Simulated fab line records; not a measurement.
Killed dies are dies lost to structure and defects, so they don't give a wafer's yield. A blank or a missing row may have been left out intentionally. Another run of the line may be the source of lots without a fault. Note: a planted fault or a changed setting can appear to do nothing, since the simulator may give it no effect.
A struck lot beside a sound one -- flow nandHarc -- 14 out of 1159 route steps
Sound: these wafers, L735.1, L735.5, L735.6. The struck wafers were L738.1, L738.4, L738.6. The cause is named last.
For every step that has rows: the tool of each side, followed by ch and its chambers, followed by its first start. Under that, the readings that differ: sound wafers -- struck wafers -- difference of the means -- sigmas: that difference in standard deviations of wafers without a fault.
alike: readings with means less than 2 such deviations apart, plus words and numbers identical on both sides. not compared: withheld readings, readings lacking a value on some wafer, bounds such as >300 that could conceal the same value, and numbers that have no deviation in the record and whose values overlap.
Wherever a step has rows on one side only, a row that says differs or no value, or a row with sigmas, the two part there. Numbers that have no deviation but don't overlap get no sigmas and don't part them. A reading missing from all wafers of one side parts the sides only when that side holds two or more wafers.

NHARC_P_M2_PRE_CLEAN_32: time 12 s.
  sound on pecvd-03 ch 1,2, day 7 22:50; struck on pecvd-01 ch 0,1,2, day 9 13:57
  alike: heaterPowerOuterW, heaterPowerW
NHARC_P_M2_DEP_33: deposits SiCN, target thk 30 nm.
  sound on pecvd-03 ch 1,2, day 7 22:57; struck on pecvd-01 ch 0,1,2, day 9 14:04
  alike: heaterPowerOuterW, heaterPowerW
NHARC_P_BONDPAD_DEP_00: deposits SiCN, target thk 250 nm.
  sound on pecvd-02 ch 0,1, day 7 23:19; struck on pecvd-01 ch 0,2
reading,sound,struck,difference,sigmas
heaterPowerOuterW (W),270 323 276,416 418 352,+106,+3
heaterPowerW (W),454 556 451,691 710 580,+173,+3
NHARC_P_BONDPAD_CMP_32: polishes SiCN, target thk 200 nm.
  sound on cmp-04 ch 0,2,3, day 7 23:47; struck on cmp-03 ch 0,1,2, day 9 14:56
  alike: motorCurrentA, retainingRingPressureFrac
NHARC_P_BONDPAD_THK_MEAS_33: measures by ellipsometry.
  struck on filmMetro-02, day 9 15:08; sound on filmMetro-01, day 7 23:59
  alike: thkNm
then, 7 steps without rows for these wafers: NHARC_P_BONDPAD_SRD_34; NHARC_P_BONDPAD_DEHYDRATE_01 (time 120 s); NHARC_P_BONDPAD_HMDS_02 (time 30 s); NHARC_P_BONDPAD_COAT_36 (time 65 s); NHARC_P_BONDPAD_COAT_03 (resist thk 600 nm); NHARC_P_BONDPAD_SOFTBAKE_04 (time 70 s); NHARC_P_BONDPAD_EBR_05.
NHARC_P_BONDPAD_EXPOSE_06: exposes mask P BPAD.
  sound on krfScanner-01 ch 0, day 8 00:23; struck on krfScanner-01, day 9 15:33
  no value came back on the struck wafers for exposureDoseMJCm2, focusOffsetNm (nm), reticleTempC (C); on the sound wafers exposureDoseMJCm2 reads 37.05 37.05 37.06
  alike: mask
then, 1 step without rows for these wafers: NHARC_P_BONDPAD_PEB_07 (peb time 80 s).

## WHERE THEY PART
Last at NHARC_P_BONDPAD_EXPOSE_06 as far as this record goes, first at NHARC_P_BONDPAD_DEP_00.

WHY: the cause the simulator had injected
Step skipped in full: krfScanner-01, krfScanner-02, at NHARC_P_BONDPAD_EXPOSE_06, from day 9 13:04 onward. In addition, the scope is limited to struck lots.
